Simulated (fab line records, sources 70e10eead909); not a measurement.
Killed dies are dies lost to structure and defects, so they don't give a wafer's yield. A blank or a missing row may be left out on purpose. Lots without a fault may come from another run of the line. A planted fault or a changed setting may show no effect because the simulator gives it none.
One fault seen from 2 desks | flow nand_harc | each desk has only its own numbers; what lay behind them comes last

THE TOOL OWNER'S DESK: rie_diel-06
The tool's own readings at NHARC_A_BONDPAD_ETCH_24 (etches the open film in CF4/N2, target depth 30 nm, time 72.99 s): means of the sampled wafers that have a number, for each lot that ran on this tool. A lot is out of limits, marked OUT, if its mean lies more than 4 standard deviations from the usual mean; the brackets give that distance.
Columns: A = drypump_motor_current_A at NHARC_A_BONDPAD_ETCH_24, usual 5.78 A; B = mfc_ar_sccm at NHARC_A_BONDPAD_ETCH_24, usual 150.1 sccm; C = oes_product_au at NHARC_A_BONDPAD_ETCH_24, usual 1.003 a.u.; D = rf_vpp_V at NHARC_A_BONDPAD_ETCH_24, usual 314.6 V; E = showerhead_plenum_p_Torr at NHARC_A_BONDPAD_ETCH_24, usual 2.65 Torr; F = throttle_valve_pct at NHARC_A_BONDPAD_ETCH_24, usual 19.795 %
lot  | first seen here | A    | B     | C     | D     | E    | F
L662 | day 18 03:43    | 5.77 | 150.3 | 1.003 | 313.7 | 2.60 | 19.800
L675 | day 20 20:56    | 5.80 | 149.9 | 1.001 | 313.1 | 2.57 | 19.787
This desk's finding: nothing out of limits on any of the 2 lots.

THE METROLOGY DESK
What the gauges read, lot by lot, whatever tool the lot ran on: means of the sampled wafers that have a number. A lot is out of limits, marked OUT, if its mean lies more than 4 standard deviations from the usual mean; the brackets give that distance. Of its 8 readings 7 are shown: those that lie furthest out on some lot.
Columns: A = cd_nm at NHARC_A_BONDPAD_CD_MEAS_09, usual 499.8 nm; B = overlay_x_nm at NHARC_A_BONDPAD_OVL_MEAS_35, usual 0 nm; C = overlay_y_nm at NHARC_A_BONDPAD_OVL_MEAS_35, usual -1 nm; D = cd_nm at NHARC_A_BONDPAD_CD_MEAS_13, usual 499.5 nm; E = thk_nm at NHARC_A_BONDPAD_THK_MEAS_20, usual 170.0 nm; F = overlay_x_nm at NHARC_HYBRID_BOND_OVL_MEAS_05, usual -1 nm; G = thk_nm at NHARC_THIN_TSV_THK_MEAS_02, usual 2981 nm
lot  | first seen here | A     | B   | C  | D     | E     | F   | G
L662 | day 18 02:58    | 501.6 | 3   | -1 | 501.8 | 171.1 | -5  | 3169
L665 | day 18 18:25    | 502.2 | -14 | 4  | 501.8 | 169.6 | -11 | 3218
L675 | day 20 20:09    | 498.7 | -5  | 6  | 497.9 | 170.7 | 9   | 3195
L683 | day 23 17:39    | 498.0 | 12  | 0  | 497.9 | 170.4 | 10  | 2862
L684 | day 23 21:57    | 499.4 | 3   | -3 | 499.3 | 168.8 | -31 | 3164
This desk's finding: nothing out of limits on any of the 5 lots.

PUT TOGETHER
The tool owner's desk saw nothing out of limits.
The metrology desk saw nothing out of limits.

WHAT THE SIMULATOR HAD PUT IN
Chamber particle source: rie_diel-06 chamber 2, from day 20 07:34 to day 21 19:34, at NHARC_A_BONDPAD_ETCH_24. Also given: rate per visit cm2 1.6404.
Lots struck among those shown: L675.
